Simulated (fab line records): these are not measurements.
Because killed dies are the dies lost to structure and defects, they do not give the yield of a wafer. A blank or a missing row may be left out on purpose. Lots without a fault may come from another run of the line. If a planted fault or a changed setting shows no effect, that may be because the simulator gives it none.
Comparing a struck lot with a sound one -- flow n5Finfet -- 16 out of 1938 route steps
Sound: wafers L223.3, L223.4, L223.6. Wafers L230.1, L230.2, L230.4 were the ones struck. The cause is named last.
Order at every step that has rows: each side's tool, ch and its chambers, its first start. Under that, the readings that differ: sound wafers -- struck wafers -- difference of the means -- sigmas: that difference in standard deviations of wafers without a fault.
alike: words and numbers the same on both sides, and readings whose means are apart by under 2 such deviations; not compared: readings that were withheld, readings missing a value for some wafer, numbers with overlapping values and no deviation given by the record, and bounds like >300 which may hide the same value.
A row with sigmas, a row that says differs or no value, or rows on one side alone: a step with any of these is where the two part. Non-overlapping numbers with no deviation appear without sigmas and do not part them. A reading missing from all wafers of one side parts the sides only when that side holds two or more wafers.

N5_DUMMY_GATE_ETCH_23: etches poly-Si in HBr/Cl2/O2, target depth 41 nm, time 22.3 s.
  sound on rieSi-04 ch 0,1,2, day 3 19:52; struck on rieSi-06 ch 0,2,3, day 5 10:16
  alike: biasW, drypumpMotorCurrentA, mfcCl2Sccm, oesProductAu, rfFwdPowerW, throttleValvePct
  not compared: rfHoursCounterH
N5_DUMMY_GATE_ETCH_44: etches poly-Si in HBr/O2, stops on SiO2, target depth 127.5 nm.
  sound on rieSi-04 ch 0,1,2, day 3 19:56; struck on rieSi-06 ch 0,2,3, day 5 10:19
  alike: biasW, drypumpMotorCurrentA, oesProductAu, rfFwdPowerW, throttleValvePct
  not compared: rfHoursCounterH
N5_DUMMY_GATE_CD_MEAS_24 targets a cd of 15 nm.
  struck on cdSem-02, day 5 10:26; sound on cdSem-01, day 3 20:03
  alike: cdNm
then, 1 step without rows for these wafers: N5_DUMMY_GATE_ETCH_42 (etches SiO2 in CHF3/O2, target depth 3.5 nm, time 31 s).
N5_DUMMY_GATE_STRIP_48: strips in N2/H2, time 20 s.
  sound on rieDiel-06 ch 0,2,3, day 3 20:08; struck on rieDiel-03 ch 1,2,3, day 5 10:46
  alike: drypumpMotorCurrentA, n2FlowSccm, oesProductAu, rfVppV, showerheadPlenumPTorr, throttleValvePct
  not compared: rfHoursCounterH
then, 5 steps without rows for these wafers: N5_DUMMY_GATE_PRECLEAN_33 (cleans in dHF, time 10 s); N5_DUMMY_GATE_PRECLEAN_25 (cleans in O3/DIW, time 45 s); N5_DUMMY_GATE_PRECLEAN_51 (cleans in SC2, time 45 s); N5_DUMMY_GATE_SRD_26 (time 30 s); N5_DUMMY_GATE_UV_OZONE_45 (time 120 s).
N5_DUMMY_GATE_INSPECT_27: inspects for defects (brightfield).
  struck on defectInspect-02, day 5 10:57; sound on defectInspect-02, day 3 20:20
  alike: rawDefectCount
N5_SPACER0_ALD_07: deposits SiNx, target thk 2 nm.
  sound on aldSin-04 ch 1,2,3, day 3 21:33; struck on aldSin-02 ch 0,2,3, day 5 11:20
  alike: chamberPressureTorr, heaterPowerOuterW, heaterPowerW
N5_SPACER0_ALD_00: deposits SiOCN, target thk 3.5 nm, pulse time 3 s, purge time 2 s.
  sound on aldSin-04 ch 1,2,3, day 3 21:42; struck on aldSin-02 ch 0,2,3, day 5 11:29
  no value came back on the struck wafers for any of 5 readings (aldCycles, chamberPressureTorr (Torr) and others); on the sound wafers aldCycles reads 58 58 58
N5_SPACER0_ALD_08: deposits SiNx, target thk 2 nm.
  sound on aldSin-04 ch 1,2,3, day 3 21:58; struck on aldSin-02 ch 0,2,3, day 5 11:44
  alike: chamberPressureTorr, heaterPowerOuterW, heaterPowerW
N5_BEOL_M4_RC_MEAS_101:
  the record has rows for the sound wafers here (prober-02 ch 0, day 11 12:49) and none for the struck ones
-- a jump in the record: the struck wafers' starts before and after are 12 days apart (it breaks off in module BEOL_M4 and resumes in module PASSIVATION, where the first step shown is number 1936 of the route) --
N5_PASSIVATION_PROBE_49:
  record: rows for the struck wafers here (prober-01, day 17 13:59), none for the sound ones

## WHERE THEY PART
At N5_SPACER0_ALD_00 first; at N5_PASSIVATION_PROBE_49 last (within this record only).

WHY: the cause the simulator had injected
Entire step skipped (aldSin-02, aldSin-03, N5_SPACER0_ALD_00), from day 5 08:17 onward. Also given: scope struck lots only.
